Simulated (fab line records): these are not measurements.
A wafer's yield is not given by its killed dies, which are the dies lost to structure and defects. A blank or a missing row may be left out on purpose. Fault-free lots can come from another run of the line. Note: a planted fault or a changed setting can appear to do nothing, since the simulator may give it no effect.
Which of the tools did it? ; flow nand harc ; 6 lots with 18 wafers sampled at 5 steps, on a route of 1302 steps

WHAT THE GAUGES SHOWED, per wafer
NHARC_END_SORT_01.
lot;measured;on;defect limited yield (%)
L639;day 28 08:27;prober-02;88 89 88

WHAT TOOL EACH LOT RAN ON (gives the tool, then ch and the chambers of the sampled wafers, and finally the start)
lot;NHARC_A_BLC_ETCH_18;NHARC_A_BLC_STRIP_29;NHARC_A_BLC_CMP_25;NHARC_A_M0_PVD_20
L631;rie diel-07 ch 1,2,3, day 23 08:31 or earlier;rie diel-07 ch 0,2,3, day 23 08:31;cmp-04 ch 0,1,3, day 23 10:03;pvd sputter-02, day 23 12:26
L635;rie diel-07 ch 0,3, day 25 00:21 or earlier;rie diel-04 ch 1,2,3, day 25 00:21;cmp-02 ch 0,2,3, day 25 01:50;pvd sputter-01, day 25 04:14
L639;rie diel-07 ch 0,1,3, day 26 11:53 or earlier;rie diel-04 ch 0,1,2, day 26 11:53;cmp-01 ch 2,3, day 26 13:25;pvd sputter-03, day 26 16:01
L647;rie diel-02 ch 0,2,3, day 30 12:08 or earlier;rie diel-07 ch 0,3, day 30 12:08;cmp-04 ch 0,1,2, day 30 14:05;pvd sputter-02, day 30 16:39
L650;rie diel-07 ch 0,2,3, day 31 03:56 or earlier;rie diel-04 ch 0,2,3, day 31 03:56;cmp-04 ch 0,1, day 31 05:25;pvd sputter-03, day 31 08:03
L652;rie diel-04 ch 1,2,3, day 32 07:24 or earlier;rie diel-04 ch 0,1,2, day 32 07:24;cmp-04 ch 0,1,3, day 32 08:56;pvd sputter-03, day 32 11:36
- NHARC_A_BLC_ETCH_18: etches the open film in C4F8/O2/Ar, target depth 910 nm.
- NHARC_A_BLC_STRIP_29: strips in CF4.
- NHARC_A_BLC_CMP_25: polishes, t overpolish 30 s, target thk 150 nm.
- NHARC_A_M0_PVD_20: deposits TaN, target thk 5 nm, time 8.06 s.

THE ANSWER, worked out from the rows above alone
Rule: usual is defined by the lots themselves. The widest of any qualifying gaps counts: lots, ordered by their means at a reading, are off when they make up no more than a third of the lots, leave a main group of 4 or more, and stand apart from it by 3 or more times the standard deviation of that group's means. A main group is skipped when, at the precision printed for the reading in the tables above, its means are all equal. Also off: a lot with no number at a reading for which 4 or more lots have one. Any other lot the step has rows for is counted as sound.
No lot is off at any reading shown: from this, nothing can be told.

WHAT THE SIMULATOR HAD INSERTED
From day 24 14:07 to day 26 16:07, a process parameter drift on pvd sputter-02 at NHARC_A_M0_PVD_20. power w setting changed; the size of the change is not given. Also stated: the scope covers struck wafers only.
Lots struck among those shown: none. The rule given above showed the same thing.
